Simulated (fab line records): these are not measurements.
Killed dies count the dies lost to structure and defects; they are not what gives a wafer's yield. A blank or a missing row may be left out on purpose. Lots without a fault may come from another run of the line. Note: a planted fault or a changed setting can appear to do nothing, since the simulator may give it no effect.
fab line records    flow n5Finfet
record lots=11  wafers=29  lastDay=18
route steps=1938 shown HKMG_FIN@401 BEOL_M4@1111 PASSIVATION@1936
lots that met no fault: taken from a fault-free run of the same line
startH: the number of hours between the record's first day and the start of the first shown wafer of the lot    waitH: time in hours since the lot's previous step    " same as the row above    L1.1+2: one row covering several wafers at once    - no value, or no start given    * or withheld: withheld    < > ~ a bound
route shown NAME@n: NAME is a module with steps in the file, n the number in the route of the first one    usual: mean/standard deviation of fault-free wafers    same: alike in all rows    chamber/n: place in a boat    sites: readings site by site    _std_site: their standard deviation    _edge_site: the outer-site mean with the inner-site mean subtracted    radiusMm: how far each site lies from the wafer's centre    mask NAME#n: copy n    behind: the last tool/chamber to shape the wafer    hold: why the lot was held/for how many hours/how that ended    device: the transistor (n, p or np) that didn't switch    end of line: tests run on the same wafers once the route is complete    a step with no rows: only its recipe    killed: the dies lost at the first sort to structure and to defects; this is not the yield of the wafer    map: shows each die of a wafer: x if killed, . if not, _ if none is there
set.NAME: the setting as run; set.NAME@STEP: as run at that earlier step    model.NAME: the simulator's own value behind a step, which no gauge read
one table for each step of the route and one row for each wafer, over a sample of lots
services: from which hour (startH, from the record's first day; less than 0 if before it) a tool's chamber was out of use, for how many hours, and why
## steps
# step N5_HKMG_FIN_DESCUM_53
# recipe chemistry=O2  timeS=7.9  sourcePowerW=50  biasPowerW=20  pressureMtorr=20  rfFrequencyHz=2.712e+07  tempC=40  resist=CAR-ArF  o2FlowSccm=225
# usual drypumpMotorCurrentA=5.6/0.46  oesProductAu=0.77/0.077  rfVppV=243.3/1.4  showerheadPlenumPTorr=2.11/0.064  throttleValvePct=20.4/0.31
lot.wafer  tool        chamber  startH  waitH  drypumpMotorCurrentA  oesProductAu  rfHoursCounterH  rfVppV  showerheadPlenumPTorr  throttleValvePct
L944.5     rieDiel-05  0        91.82   0.0    5.4                   0.71          -                244.1   2.07                   20.5
L944.6     "           3        "       "      5.2                   0.94          -                242.2   2.03                   20.0
L945.1     rieDiel-01  0        95.93   0.0    5.2                   0.73          188              243.6   2.17                   20.6
L945.2     "           1        "       "      6.0                   0.75          171              239.9   2.04                   20.8
L945.4     "           2        "       "      5.3                   0.88          48               243.2   2.12                   19.9
L947.2     rieDiel-05  0        113.25  1.4    5.4                   0.70          204              244.3   2.07                   20.5
L947.6     "           1        "       "      5.3                   0.87          -                245.3   2.19                   19.9
L948.2     rieDiel-06  1        119.72  0.0    5.6                   0.73          248              243.4   2.07                   20.6
L948.4     "           2        "       "      5.8                   0.88          48               242.3   2.05                   20.4
L948.6     "           0        "       "      5.5                   0.79          -                243.5   2.03                   20.7
L950.1     rieDiel-05  0        127.14  0.0    5.4                   0.70          210              244.6   2.07                   20.5
L950.2     "           1        "       "      5.3                   0.86          67               245.2   2.19                   19.9
L950.5     "           1        "       "      5.3                   0.86          -                244.4   2.19                   19.9
L952.4     rieDiel-06  2        140.37  0.0    5.8                   0.87          -                240.4   2.05                   20.4
L952.5     "           3        "       "      5.5                   0.74          -                243.6   2.20                   20.4
L953.3     rieDiel-01  2        144.66  0.0    5.3                   0.86          69               244.0   2.11                   20.0
L953.4     "           1        "       "      6.0                   0.73          191              241.1   2.03                   20.8
L953.5     "           0        "       "      5.2                   0.72          -                244.4   2.17                   20.6
L960.2     rieDiel-01  0        188.16  0.0    5.2                   0.71          222              242.9   2.16                   20.7
L960.3     "           1        "       "      6.0                   0.71          206              240.8   2.02                   20.8
L962.1     rieDiel-05  1        205.99  0.0    5.3                   0.84          88               244.6   2.18                   20.0
L962.3     "           2        "       "      5.1                   0.72          188              245.9   2.15                   20.3
L962.5     "           1        "       "      5.3                   0.84          -                246.3   2.18                   20.0
L963.1     rieDiel-01  1        209.75  0.1    6.0                   0.71          214              242.0   2.02                   20.8
L963.3     "           0        "       "      5.2                   0.70          229              242.8   2.16                   20.7
L963.6     "           0        "       "      5.2                   0.70          -                244.5   2.16                   20.7
L964.2     rieDiel-01  1        213.30  0.0    6.1                   0.72          215              241.2   2.02                   20.9
L964.3     "           2        "       "      5.3                   0.84          92               244.6   2.10                   20.0
L964.5     "           1        "       "      6.1                   0.72          -                241.7   2.02                   20.9
# step N5_HKMG_FIN_ALD_36
# recipe material=TiN  targetThkA=10  tempC=400  aldPrecursorFamily=TiCl4  aldCoReactant=NH3  pulseTimeS=1  purgeTimeS=3  coReactantPurgeTimeS=2  coReactantPulseTimeS=2  aldCycles=47  pressureTorr=3
# usual aldCycles=47/0  chamberPressureTorr=2.999/0.0061  heaterPowerW=895/79  precursorPulseHeightRel=1.000/0.019
# same purgeTimeS=3
lot.wafer  tool         chamber  startH  waitH  aldCycles  chamberPressureTorr  heaterPowerW  precursorPulseHeightRel
L944.5     aldMetal-02  3        94.18   0.2    47         2.996                949           0.989
L944.6     "            2        "       "      47         3.001                836           0.988
L945.1     aldMetal-03  1        98.09   0.0    47         2.995                972           0.984
L945.2     "            2        "       "      47         3.006                1014          0.984
L945.4     "            0        "       "      47         3.001                1035          1.023
L947.2     aldMetal-01  0        115.49  0.0    47         2.996                929           0.967
L947.6     "            2        "       "      47         2.997                819           1.016
L948.2     aldMetal-02  2        121.92  0.0    47         2.992                831           0.987
L948.4     "            3        "       "      47         3.008                925           1.018
L948.6     "            3        "       "      47         2.998                926           0.989
L950.1     aldMetal-02  2        129.27  0.0    47         3.007                832           0.991
L950.2     "            1        "       "      47         2.991                885           0.998
L950.5     "            3        "       "      43         2.994                921           1.031
L952.4     aldMetal-02  1        142.75  0.2    47         3.002                881           1.009
L952.5     "            3        "       "      43         3.004                951           1.021
L953.3     aldMetal-01  2        146.92  0.0    47         3.004                825           0.968
L953.4     "            1        "       "      47         3.006                863           1.003
L953.5     "            0        "       "      47         2.999                937           0.967
L960.2     aldMetal-03  0        190.30  0.0    47         3.003                1002          0.990
L960.3     "            3        "       "      47         3.002                763           1.003
L962.1     aldMetal-02  0        208.50  0.1    47         2.997                844           0.989
L962.3     "            2        "       "      47         3.007                841           0.984
L962.5     "            0        "       "      47         3.000                843           0.997
L963.1     aldMetal-01  2        211.96  0.0    47         3.002                828           1.001
L963.3     "            0        "       "      47         3.010                946           1.002
L963.6     "            3        "       "      47         2.995                849           0.991
L964.2     aldMetal-02  3        215.56  0.0    47         3.006                956           1.010
L964.3     "            1        "       "      47         3.005                893           1.015
L964.5     "            2        "       "      47         2.994                841           1.001
# step N5_HKMG_FIN_OVL_MEAS_13
# recipe pointsPerWafer=44
# usual NWFM_OVL=-0.2/0.75
lot.wafer  tool        chamber  startH  waitH  NWFM_OVL[nm]
L944.5     overlay-01  0        95.38   0.0    0.1
L944.6     "           0        "       "      -0.4
L945.1     overlay-01  0        99.27   0.0    -1.4
L945.2     "           0        "       "      -1.0
L945.4     "           0        "       "      0.9
L947.2     overlay-01  0        116.67  0.0    -1.0
L947.6     "           0        "       "      0.3
L948.2     overlay-01  0        123.10  0.0    -0.1
L948.4     "           0        "       "      0.1
L948.6     "           0        "       "      -0.1
L950.1     overlay-01  0        130.46  0.0    0.4
L950.2     "           0        "       "      0.2
L950.5     "           0        "       "      -0.7
L952.4     overlay-02  0        143.81  0.0    0.8
L952.5     "           0        "       "      -1.7
L953.3     overlay-01  0        148.11  0.0    0.3
L953.4     "           0        "       "      0.9
L953.5     "           0        "       "      0.5
L960.2     overlay-02  0        191.36  0.0    -0.7
L960.3     "           0        "       "      0.1
L962.1     overlay-02  0        209.69  0.0    -0.6
L962.3     "           0        "       "      -0.9
L962.5     "           0        "       "      -0.9
L963.1     overlay-02  0        213.15  0.0    -1.6
L963.3     "           0        "       "      -0.2
L963.6     "           0        "       "      -0.7
L964.2     overlay-02  0        216.74  0.0    -1.1
L964.3     "           0        "       "      -0.4
L964.5     "           0        "       "      -0.9
# step N5_HKMG_FIN_INSPECT_14
# recipe mode=adi  inspectInstrument=macro
# usual rawDefectCount=2.0/1.5
lot.wafer  tool              chamber  startH  waitH  rawDefectCount
L944.5     defectInspect-01  -        95.40   0.0    2
L944.6     "                 -        "       "      1
L945.1     defectInspect-02  -        99.30   0.0    1
L945.2     "                 -        "       "      2
L945.4     "                 -        "       "      2
L947.2     defectInspect-01  -        116.70  0.0    1
L947.6     "                 -        "       "      3
L948.2     defectInspect-02  -        123.13  0.0    2
L948.4     "                 -        "       "      2
L948.6     "                 -        "       "      0
L950.1     defectInspect-01  -        130.48  0.0    2
L950.2     "                 -        "       "      0
L950.5     "                 -        "       "      1
L952.4     defectInspect-01  -        143.84  0.0    2
L952.5     "                 -        "       "      0
L953.3     defectInspect-01  -        148.13  0.0    2
L953.4     "                 -        "       "      3
L953.5     "                 -        "       "      2
L960.2     defectInspect-01  -        191.38  0.0    1
L960.3     "                 -        "       "      1
L962.1     defectInspect-01  -        209.71  0.0    4
L962.3     "                 -        "       "      3
L962.5     "                 -        "       "      2
L963.1     defectInspect-01  -        213.20  0.1    2
L963.3     "                 -        "       "      1
L963.6     "                 -        "       "      1
L964.2     defectInspect-01  -        216.77  0.0    2
L964.3     "                 -        "       "      4
L964.5     "                 -        "       "      1
# step N5_BEOL_M4_RC_MEAS_101
# usual DIBL_N=36.7/2.6  DIBL_P=36.9/2.8  IOFF_N=0.17/0.043  IOFF_P=0.22/0.05  ION_N=678/15  ION_P=465/9.2  SS_N=71.6/0.79  SS_P=73.5/0.82  VT_N=250/3.9  VT_P=-250/3.7
lot.wafer  tool       chamber  startH  waitH  DIBL_N[mV/V]  DIBL_P[mV/V]  IOFF_N[nA/um]  IOFF_P[nA/um]  ION_N[uA/um]  ION_P[uA/um]  SS_N[mV/dec]  SS_P[mV/dec]  VT_N[mV]  VT_P[mV]
L945.1     prober-01  0        197.44  0.0    35.0          34.6          0.14           0.17           680           466           70.4          72.9          250       -253
L945.2     "          0        "       "      36.3          36.8          0.15           0.19           682           467           71.4          72.9          250       -254
L945.4     "          0        "       "      37.1          37.3          0.18           0.20           694           468           71.7          72.9          247       -253
L944.5     prober-02  0        203.68  0.6    38.1          38.5          0.20           0.25           699           474           71.1          74.4          247       -246
L944.6     "          0        "       "      42.1          42.8          0.29           0.36           692           471           72.5          75.2          242       -243
L948.2     prober-01  0        206.64  0.2    36.4          36.8          0.16           0.20           671           461           71.3          73.1          248       -251
L948.4     "          0        "       "      41.1          42.8          0.24           0.29           679           458           73.3          75.0          247       -247
L948.6     "          0        "       "      37.8          37.5          0.17           0.21           667           454           72.0          73.9          253       -251
L947.2     prober-02  0        213.98  0.2    40.7          42.5          0.22           0.39           687           480           72.5          75.2          247       -240
L947.6     "          0        "       "      39.8          41.1          0.23           0.36           697           484           72.0          74.4          241       -241
L950.1     prober-01  0        243.57  0.0    35.4          34.6          0.13           0.16           672           455           70.6          72.9          254       -257
L950.2     "          0        "       "      34.8          34.0          0.13           0.15           676           458           71.0          72.4          254       -257
L950.5     "          0        "       "      38.5          38.0          0.18           0.18           686           464           71.5          74.6          250       -259
L953.3     prober-01  0        251.67  0.3    37.5          36.9          0.17           0.22           674           462           71.0          73.7          248       -247
L953.4     "          0        "       "      37.9          39.1          0.16           0.25           672           469           72.3          73.7          248       -247
L953.5     "          0        "       "      40.5          40.5          0.23           0.29           701           479           72.1          74.3          245       -246
L952.4     prober-02  0        251.71  0.5    36.6          36.0          0.17           0.24           690           480           70.8          73.9          248       -247
L952.5     "          0        "       "      40.8          41.0          0.22           0.28           681           459           72.1          75.0          249       -246
L960.2     prober-02  0        300.57  0.2    33.9          34.0          0.12           0.17           663           449           71.5          72.6          252       -251
L960.3     "          0        "       "      32.4          32.2          0.11           0.16           675           465           70.7          71.9          252       -254
L964.2     prober-02  0        309.73  0.2    36.5          37.1          0.14           0.20           683           469           71.2          73.3          255       -253
L964.3     "          0        "       "      39.4          40.4          0.18           0.25           673           464           71.8          74.1          252       -251
L964.5     "          0        "       "      36.1          36.5          0.13           0.18           667           456           71.5          72.9          253       -253
L963.1     prober-01  0        312.65  0.0    31.9          32.4          0.11           0.16           661           461           70.0          73.0          254       -252
L963.3     "          0        "       "      35.5          36.8          0.16           0.20           670           451           71.8          73.0          248       -249
L963.6     "          0        "       "      32.5          32.3          0.11           0.15           652           453           70.7          71.9          254       -255
L962.1     prober-01  0        334.76  0.0    36.3          36.2          0.13           0.19           660           460           71.8          73.1          254       -255
L962.3     "          0        "       "      38.8          39.3          0.18           0.23           690           476           71.4          73.8          248       -250
L962.5     "          0        "       "      40.2          40.5          0.20           0.26           685           469           72.3          73.9          248       -250
# step N5_PASSIVATION_PROBE_49
# usual defectLimitedYield=91.0/1.4  killed_at_M0_to_M3=36/9.6  killed_at_M4_up=14/6.1  killedAtContacts=13/6.6  killedAtFrontEnd=40/11  killedAtOther=3.2/2.9  killedDies=106/17  killedOpen=71/12  killedShort=33/7.3  sort_bin_4_leakage=0.02/0.11  sort_bin_5_function=5.3/1  sort_bin_6_memory=3.4/0.68  sort_bin_8_speed=0.0/0.51  sortNPass=1073/19  sortYieldPct=91.0/1.6
# same grossDies=1180  killedAtBackSide=0
lot.wafer  tool       chamber  startH  waitH  defectLimitedYield[%]  killed_at_M0_to_M3  killed_at_M4_up  killedAtContacts  killedAtFrontEnd  killedAtOther  killedDies  killedOpen  killedShort  sort_bin_4_leakage[%]  sort_bin_5_function[%]  sort_bin_6_memory[%]  sort_bin_8_speed[%]  sortNPass  sortYieldPct[%]
L945.1     prober-02  -        302.80  0.0    91.4                   47                  16               7                 28                4              102         76          26           0                      5.3                     3.2                   0                    1078       91.4
L945.2     prober-02  -        302.85  0.1    90.2                   24                  29               6                 49                8              116         77          32           0                      5.8                     3.6                   0                    1064       90.2
L945.4     prober-02  -        302.95  0.2    92.6                   30                  8                10                35                4              87          53          33           0                      4.6                     2.7                   0                    1093       92.6
L948.2     prober-02  -        311.77  0.1    89.1                   29                  22               22                49                7              129         87          34           0                      6.4                     4.4                   0                    1051       89.1
L948.4     prober-02  -        311.87  0.2    92.1                   26                  8                12                40                7              93          58          34           0                      4.0                     3.4                   0                    1087       92.1
L948.6     prober-02  -        311.97  0.3    90.6                   30                  23               13                40                5              111         75          29           0                      6.5                     2.8                   0                    1069       90.6
L944.5     prober-01  -        315.39  0.2    91.9                   29                  7                2                 50                7              95          73          21           0                      5.5                     2.5                   0                    1085       91.9
L944.6     prober-01  -        315.44  0.3    92.0                   25                  16               11                37                5              94          58          34           0.17                   4.7                     2.6                   0                    1084       91.9
L947.2     prober-02  -        317.88  0.1    92.4                   34                  16               2                 35                3              90          68          22           0.17                   4.1                     3.1                   0                    1088       92.2
L947.6     prober-02  -        318.08  0.3    92.1                   23                  30               6                 33                1              93          60          33           0                      4.1                     3.5                   0                    1087       92.1
L950.1     prober-02  -        346.84  0.0    91.9                   36                  19               1                 38                2              96          59          37           0                      3.7                     3.7                   0                    1084       91.9
L950.2     prober-02  -        346.89  0.1    90.1                   39                  10               6                 55                7              117         79          33           0                      6.4                     3.1                   0                    1063       90.1
L950.5     prober-02  -        347.04  0.2    89.7                   29                  11               12                60                10             122         72          29           0                      7.2                     2.6                   0                    1058       89.7
L953.3     prober-01  -        347.88  0.1    88.8                   41                  20               12                58                1              132         84          47           0                      6.2                     4.2                   0                    1048       88.8
L953.4     prober-01  -        347.93  0.2    89.2                   42                  16               17                52                0              127         76          49           0                      6.5                     4.1                   0.1                  1053       89.2
L953.5     prober-01  -        347.98  0.2    90.1                   50                  14               13                37                3              117         83          34           0                      5.6                     4.0                   0                    1063       90.1
L952.4     prober-02  -        357.84  0.5    88.6                   47                  4                11                54                18             134         84          46           0                      6.4                     4.7                   0                    1046       88.6
L952.5     prober-02  -        357.89  0.6    91.5                   27                  8                24                36                5              100         68          32           0                      4.5                     3.8                   0                    1080       91.5
L960.2     prober-01  -        409.47  0.1    91.4                   27                  13               20                36                5              101         60          39           0                      5.1                     2.8                   0                    1079       91.4
L960.3     prober-01  -        409.52  0.1    90.5                   47                  21               10                33                1              112         73          37           0                      6.0                     3.1                   0                    1068       90.5
L964.2     prober-01  -        413.94  0.1    92.5                   40                  7                3                 37                1              88          58          26           0                      4.7                     2.7                   0                    1092       92.5
L964.3     prober-01  -        413.99  0.1    92.4                   38                  13               11                26                2              90          64          23           0                      5.3                     2.4                   0                    1090       92.4
L964.5     prober-01  -        414.09  0.2    91.9                   37                  16               14                25                3              95          66          29           0                      4.5                     3.2                   0                    1085       91.9
L963.1     prober-01  -        425.14  0.0    90.6                   43                  5                10                51                2              111         76          34           0                      5.3                     3.9                   0                    1069       90.6
L963.3     prober-01  -        425.24  0.1    92.6                   32                  11               13                27                4              87          62          22           0                      4.2                     3.0                   0                    1093       92.6
L963.6     prober-01  -        425.39  0.3    93.0                   23                  11               21                28                0              83          64          18           0                      4.1                     2.8                   0                    1097       93.0
L962.1     prober-02  -        443.20  0.1    92.0                   48                  8                9                 27                2              94          72          22           0                      4.8                     2.9                   0                    1086       92.0
L962.3     prober-02  -        443.30  0.2    88.9                   68                  10               3                 46                4              131         91          38           0                      5.8                     5.0                   0                    1049       88.9
L962.5     prober-02  -        443.40  0.3    92.9                   24                  16               7                 35                2              84          54          28           0                      4.3                     2.5                   0                    1096       92.9
# killed by level:class
L945.1 BEOL_M1:geometricParticle:open=13 BEOL_M3:geometricParticle:open=11 STI_FIN_REVEAL:geometricParticle:open=8 BEOL_M4:geometricParticle:open=7 MOL_CONTACT_COAG:geometricParticle:open=5 BEOL_M0_SAQP:geometricParticle:short=5 BEOL_M2:geometricParticle:open=5 GATE_CUT:geometricParticle:short=4
L945.2 BEOL_M4:geometricParticle:open=17 FIN_SAQP:geometricParticle:open=14 BEOL_M2:geometricParticle:open=14 FIN_SAQP:geometricParticle:short=8 STI_FIN_REVEAL:geometricParticle:open=7 DUMMY_GATE:geometricParticle:open=4 GATE_CUT:geometricParticle:short=4 MOL_CONTACT_COAG:geometricParticle:open=4
L945.4 FIN_SAQP:geometricParticle:open=8 FIN_SAQP:geometricParticle:short=8 MOL_CONTACT_COAG:geometricParticle:open=7 BEOL_M2:geometricParticle:open=6 BEOL_M0_SAQP:geometricParticle:short=6 STI_FIN_REVEAL:geometricParticle:open=5 BEOL_M0_SAQP:geometricParticle:open=5 BEOL_M3:geometricParticle:open=4
L948.2 MOL_CONTACT_COAG:geometricParticle:open=16 BEOL_M4:geometricParticle:open=14 FIN_SAQP:geometricParticle:open=9 BEOL_M2:geometricParticle:open=8 FIN_SAQP:geometricParticle:short=7 STI_FIN_REVEAL:geometricParticle:open=7 BEOL_M3:geometricParticle:open=7 MOL_CONTACT_COAG:geometricParticle:short=6
L948.4 STI_FIN_REVEAL:geometricParticle:open=14 MOL_CONTACT_COAG:geometricParticle:open=9 BEOL_M3:geometricParticle:open=6 GATE_CUT:geometricParticle:short=5 BEOL_M3:geometricParticle:short=5 BEOL_M0_SAQP:geometricParticle:open=4 STARTING-WAFER:geometricParticle:open=4 STARTING-WAFER:geometricParticle:short=4
L948.6 FIN_SAQP:geometricParticle:open=12 MOL_CONTACT_COAG:geometricParticle:open=11 BEOL_M2:geometricParticle:open=9 STI_FIN_REVEAL:geometricParticle:open=8 BEOL_M4:geometricParticle:open=8 FIN_SAQP:geometricParticle:short=7 BEOL_M3:geometricParticle:open=6 BEOL_M1:geometricParticle:open=5
L944.5 FIN_SAQP:geometricParticle:open=15 BEOL_M2:geometricParticle:open=8 BEOL_M1:geometricParticle:open=7 GATE_CUT:geometricParticle:open=6 STI_FIN_REVEAL:geometricParticle:open=5 BEOL_M3:geometricParticle:open=5 ILD0:geometricParticle:short=4 GATE_CUT:geometricParticle:short=4
L944.6 BEOL_M2:geometricParticle:open=8 FIN_SAQP:geometricParticle:open=7 MOL_CONTACT_COAG:geometricParticle:short=6 BEOL_M4:geometricParticle:open=6 FIN_SAQP:geometricParticle:short=5 STI_FIN_REVEAL:geometricParticle:open=5 MOL_CONTACT_COAG:geometricParticle:open=5 BEOL_M4:geometricParticle:short=4
L947.2 BEOL_M1:geometricParticle:open=18 BEOL_M4:geometricParticle:open=10 GATE_CUT:geometricParticle:short=8 BEOL_M2:geometricParticle:open=7 STI_FIN_REVEAL:geometricParticle:open=6 FIN_SAQP:geometricParticle:open=5 DUMMY_GATE:geometricParticle:open=5 STARTING-WAFER:geometricParticle:short=5
L947.6 BEOL_M4:geometricParticle:open=15 GATE_CUT:geometricParticle:short=8 MOL_CONTACT_COAG:geometricParticle:open=5 BEOL_M1:geometricParticle:short=5 BEOL_M5:geometricParticle:open=5 ILD0:geometricParticle:open=4 GATE_CUT:geometricParticle:open=4 BEOL_M0:geometricParticle:open=4
L950.1 BEOL_M3:geometricParticle:open=11 BEOL_M4:geometricParticle:open=11 BEOL_M0_SAQP:geometricParticle:open=9 BEOL_M0_SAQP:geometricParticle:short=6 BEOL_M2:geometricParticle:open=5 STI_FIN_REVEAL:geometricParticle:open=4 DUMMY_GATE:geometricParticle:short=4 SPACER0:geometricParticle:short=4
L950.2 FIN_SAQP:geometricParticle:open=19 BEOL_M0_SAQP:geometricParticle:open=9 FIN_SAQP:geometricParticle:short=8 BEOL_M3:geometricParticle:open=8 DUMMY_GATE:geometricParticle:open=6 MOL_CONTACT_COAG:geometricParticle:open=6 BEOL_M2:geometricParticle:open=6 BEOL_M1:geometricParticle:open=5
L950.5 FIN_SAQP:geometricParticle:open=15 FIN_CUT:areaEtch=14 MOL_CONTACT_COAG:geometricParticle:open=10 BEOL_M0_SAQP:geometricParticle:short=10 BEOL_M0_SAQP:geometricParticle:open=8 PASSIVATION:areaEtch=7 FIN_SAQP:geometricParticle:short=6 BEOL_M4:geometricParticle:open=6
L953.3 BEOL_M0_SAQP:geometricParticle:open=20 FIN_SAQP:geometricParticle:short=15 FIN_SAQP:geometricParticle:open=15 BEOL_M0_SAQP:geometricParticle:short=11 MOL_CONTACT_COAG:geometricParticle:open=8 BEOL_M4:geometricParticle:open=8 STI_FIN_REVEAL:geometricParticle:open=7 DUMMY_GATE:geometricParticle:open=7
L953.4 FIN_SAQP:geometricParticle:short=14 FIN_SAQP:geometricParticle:open=13 MOL_CONTACT_COAG:geometricParticle:open=13 BEOL_M2:geometricParticle:open=13 BEOL_M0_SAQP:geometricParticle:short=9 BEOL_M0_SAQP:geometricParticle:open=8 DUMMY_GATE:geometricParticle:open=6 STARTING-WAFER:geometricParticle:short=5
L953.5 BEOL_M2:geometricParticle:open=15 BEOL_M0_SAQP:geometricParticle:short=11 MOL_CONTACT_COAG:geometricParticle:open=10 BEOL_M0_SAQP:geometricParticle:open=10 FIN_SAQP:geometricParticle:open=7 FIN_SAQP:geometricParticle:short=6 GATE_CUT:geometricParticle:open=6 BEOL_M3:geometricParticle:open=5
L952.4 STI_FIN_REVEAL:geometricParticle:open=20 BEOL_M1:geometricParticle:open=10 MOL_CONTACT_COAG:geometricParticle:open=9 BEOL_M2:geometricParticle:open=8 BEOL_M3:geometricParticle:open=8 MIM_BOT:geometricParticle:short=7 BEOL_M0_SAQP:geometricParticle:short=5 GATE_CUT:geometricParticle:open=5
L952.5 MOL_CONTACT_COAG:geometricParticle:open=18 BEOL_M0_SAQP:geometricParticle:short=9 BEOL_M3:geometricParticle:open=8 FIN_SAQP:geometricParticle:open=7 MOL_CONTACT_COAG:geometricParticle:short=6 STI_FIN_REVEAL:geometricParticle:open=4 DUMMY_GATE:geometricParticle:open=4 ILD0:geometricParticle:open=4
L960.2 MOL_CONTACT_COAG:geometricParticle:open=14 FIN_SAQP:geometricParticle:short=13 STI_FIN_REVEAL:geometricParticle:open=8 BEOL_M1:geometricParticle:open=7 MOL_CONTACT_COAG:geometricParticle:short=6 FIN_SAQP:geometricParticle:open=4 BEOL_M2:geometricParticle:short=4 BEOL_M4:geometricParticle:open=4
L960.3 STI_FIN_REVEAL:geometricParticle:open=11 BEOL_M1:geometricParticle:open=10 BEOL_M2:geometricParticle:open=10 BEOL_M0_SAQP:geometricParticle:open=9 BEOL_M0_SAQP:geometricParticle:short=9 FIN_SAQP:geometricParticle:short=8 BEOL_M4:geometricParticle:open=8 MOL_CONTACT_COAG:geometricParticle:open=7
L964.2 BEOL_M3:geometricParticle:open=13 FIN_SAQP:geometricParticle:short=10 BEOL_M2:geometricParticle:open=9 STI_FIN_REVEAL:geometricParticle:open=8 DUMMY_GATE:geometricParticle:open=6 BEOL_M3:geometricParticle:short=6 BEOL_M1:geometricParticle:open=5 FIN_SAQP:geometricParticle:open=4
L964.3 MOL_CONTACT_COAG:geometricParticle:open=10 BEOL_M0_SAQP:geometricParticle:open=9 BEOL_M0_SAQP:geometricParticle:short=7 FIN_SAQP:geometricParticle:open=6 BEOL_M0:geometricParticle:open=5 BEOL_M2:geometricParticle:open=5 BEOL_M4:geometricParticle:open=4 GATE_CUT:geometricParticle:short=4
L964.5 MOL_CONTACT_COAG:geometricParticle:open=13 BEOL_M0_SAQP:geometricParticle:open=11 FIN_SAQP:geometricParticle:open=9 BEOL_M0_SAQP:geometricParticle:short=8 BEOL_M2:geometricParticle:open=6 BEOL_M8:geometricParticle:open=6 BEOL_M4:geometricParticle:open=4 BEOL_M3:geometricParticle:open=4
L963.1 BEOL_M2:geometricParticle:open=21 STI_FIN_REVEAL:geometricParticle:open=19 MOL_CONTACT_COAG:geometricParticle:open=8 FIN_SAQP:geometricParticle:open=7 FIN_SAQP:geometricParticle:short=7 GATE_CUT:geometricParticle:short=5 STARTING-WAFER:geometricParticle:short=5 BEOL_M0_SAQP:geometricParticle:short=4
L963.3 MOL_CONTACT_COAG:geometricParticle:open=10 BEOL_M0_SAQP:geometricParticle:open=9 BEOL_M2:geometricParticle:open=8 BEOL_M4:geometricParticle:open=7 STI_FIN_REVEAL:geometricParticle:open=5 DUMMY_GATE:geometricParticle:open=5 BEOL_M1:geometricParticle:open=5 MOL_CONTACT_COAG:geometricParticle:short=3
L963.6 MOL_CONTACT_COAG:geometricParticle:open=16 FIN_SAQP:geometricParticle:open=7 STI_FIN_REVEAL:geometricParticle:open=7 BEOL_M2:geometricParticle:open=7 BEOL_M0_SAQP:geometricParticle:open=5 MOL_CONTACT_COAG:geometricParticle:short=5 BEOL_M1:geometricParticle:open=5 BEOL_M4:geometricParticle:open=4
L962.1 BEOL_M2:geometricParticle:open=18 BEOL_M1:geometricParticle:open=15 STI_FIN_REVEAL:geometricParticle:open=12 BEOL_M0_SAQP:geometricParticle:open=6 MOL_CONTACT_COAG:geometricParticle:open=5 BEOL_M4:geometricParticle:open=5 GATE_CUT:geometricParticle:short=4 MOL_CONTACT_COAG:geometricParticle:short=4
L962.3 BEOL_M1:geometricParticle:open=19 BEOL_M0_SAQP:geometricParticle:open=14 GATE_CUT:geometricParticle:open=12 BEOL_M2:geometricParticle:open=11 STI_FIN_REVEAL:geometricParticle:open=9 BEOL_M0_SAQP:geometricParticle:short=8 BEOL_M4:geometricParticle:open=6 GATE_CUT:geometricParticle:short=6
L962.5 GATE_CUT:geometricParticle:short=7 BEOL_M0_SAQP:geometricParticle:short=6 MOL_CONTACT_COAG:geometricParticle:open=6 BEOL_M4:geometricParticle:open=6 BEOL_M1:geometricParticle:open=5 BEOL_M2:geometricParticle:open=5 FIN_SAQP:geometricParticle:open=4 DUMMY_GATE:geometricParticle:open=4
## services
tool         chamber  startH  hours  kind
rieDiel-05   1        74.67   4.5    repair
rieDiel-06   -        104.20  14.6   pm
rieDiel-01   0        116.87  1.2    repair
rieDiel-06   1        125.03  -      clean
rieDiel-06   1        125.03  -      consumableReplace:focusRing
rieDiel-06   1        125.03  21.7   scheduledDown
rieDiel-06   1        125.03  21.7   ventCycle
aldMetal-03  -        135.51  2.8    pm
aldMetal-02  2        141.89  38.2   repair
aldMetal-01  3        157.89  17.9   repair
aldMetal-03  2        160.12  13.2   repair
aldMetal-02  -        198.08  8.7    pm
## key
firstSign step=N5_HKMG_FIN_ALD_36  reading=aldCycles  direction=down  sigmas=99+  usual=*  struck=*
effect none on later readings
metAt N5_HKMG_FIN_ALD_36
struckLots L950,L952
struckWafers L950.5,L952.5
baselineLoss step=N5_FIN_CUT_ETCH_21  wafers=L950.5
notActingAt N5_HKMG_FIN_DESCUM_53,N5_HKMG_FIN_OVL_MEAS_13,N5_HKMG_FIN_INSPECT_14
onsetBetween 121.92 129.27
fault kind=processParameterDrift  tool=aldMetal-02  chamber=-  onsetH=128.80  steps=N5_HKMG_FIN_ALD_36  channel=aldCycles  offset=*  shape=step  endH=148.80  scope=struckWafersOnly  actsIn=*  stated=*
# baselineLoss: these wafers lose ten dies or more at that step, a loss of the line's own and not of a fault; the sort's usual values leave them out
